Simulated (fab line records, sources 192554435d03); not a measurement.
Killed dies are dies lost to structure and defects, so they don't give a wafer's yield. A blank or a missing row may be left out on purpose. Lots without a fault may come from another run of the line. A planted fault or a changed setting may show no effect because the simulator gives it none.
Chamber matching | flow n5_finfet | N5_MIM_TOP_ETCH_PECVD_03 on pecvd-01: 3 sister chambers
The step deposits SiNx from SiH4/NH3/N2, target thk 20 nm, time 17.6 s. 3 wafers are shown with their chamber, then 7 later ones without.

WAFERS WITH THEIR CHAMBER
wafer  | chamber | throttle_valve_pct (%)
L086.5 | 1       | 40.8
L088.1 | 0       | 38.8
L088.2 | 2       | 39.4

WAFERS WITHOUT THEIR CHAMBER
wafer  | throttle_valve_pct (%)
L088.6 | 40.7
L091.1 | 40.8
L091.4 | 39.5
L091.6 | 40.6
L093.3 | 39.6
L093.4 | 38.8
L093.6 | 39.7

WHICH CHAMBER EACH WENT THROUGH
wafer  | from the rows above | in truth
L088.6 | 1                   | 1
L091.1 | 1                   | 1
L091.4 | 2                   | 2
L091.6 | 1                   | 1
L093.3 | 2                   | 2
L093.4 | 0                   | 0
L093.6 | 2                   | 2
Placed correctly: 7 of 7. Can't be placed from these rows: 0. Placed wrongly: 0.
How it was worked out, from the rows above alone: a wafer's distance from a chamber is the root of the sum, over the readings, of the square of ((its reading less the chamber's mean) divided by the reading's scatter). The wafer belongs to the nearest chamber; if the next one is less than 2 further off, it can't be placed. A chamber's mean is the mean of its shown wafers. The scatter: with one shown wafer a chamber, the root of the mean of the squares of how far each hidden wafer lies from its nearest shown one.
